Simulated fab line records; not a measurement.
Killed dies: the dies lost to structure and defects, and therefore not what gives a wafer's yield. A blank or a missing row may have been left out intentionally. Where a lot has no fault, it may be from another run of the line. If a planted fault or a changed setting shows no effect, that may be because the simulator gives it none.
Matching of chambers || flow n5Finfet || 3 sister chambers for N5_BEOL_M0_SAQP_SPACER1_ETCHBACK_99 on rieDiel-06
The step etches SiO2 in CHF3/O2, target depth 15.4 nm, time 7.7 s. 3 wafers are shown with their chamber, then 7 later ones without.

== WAFERS PAIRED WITH THEIR CHAMBERS ==
{"wafer": "L541.1", "chamber": 3, "rfVppV (V)": 542}
{"wafer": "L551.1", "chamber": 2, "rfVppV (V)": 512}
{"wafer": "L553.1", "chamber": 0, "rfVppV (V)": 501}

== WAFERS WHOSE CHAMBER IS MISSING ==
{"wafer": "L553.3", "rfVppV (V)": 509}
{"wafer": "L554.2", "rfVppV (V)": 509}
{"wafer": "L554.3", "rfVppV (V)": 500}
{"wafer": "L554.6", "rfVppV (V)": 510}
{"wafer": "L555.3", "rfVppV (V)": 501}
{"wafer": "L555.5", "rfVppV (V)": 500}
{"wafer": "L555.6", "rfVppV (V)": 509}

== WHICH CHAMBER EACH ONE RAN IN ==
{"wafer": "L553.3", "from the rows above": 2, "in truth": 2}
{"wafer": "L554.2", "from the rows above": 2, "in truth": 2}
{"wafer": "L554.3", "from the rows above": 0, "in truth": 0}
{"wafer": "L554.6", "from the rows above": 2, "in truth": 2}
{"wafer": "L555.3", "from the rows above": 0, "in truth": 0}
{"wafer": "L555.5", "from the rows above": 0, "in truth": 0}
{"wafer": "L555.6", "from the rows above": 2, "in truth": 2}
7 of 7 placed correctly. Left unplaced by these rows: 0. Wrongly placed: 0.
How it was worked out, from the rows above alone: a wafer's distance from a chamber is the root of the sum, over the readings, of the square of ((its reading less the chamber's mean) divided by the reading's scatter). The wafer belongs to the nearest chamber; if the next one is less than 2 further off, it can't be placed. For every chamber, the mean is computed from those of its wafers that are shown. The scatter: with one shown wafer a chamber, the root of the mean of the squares of how far each hidden wafer lies from its nearest shown one.
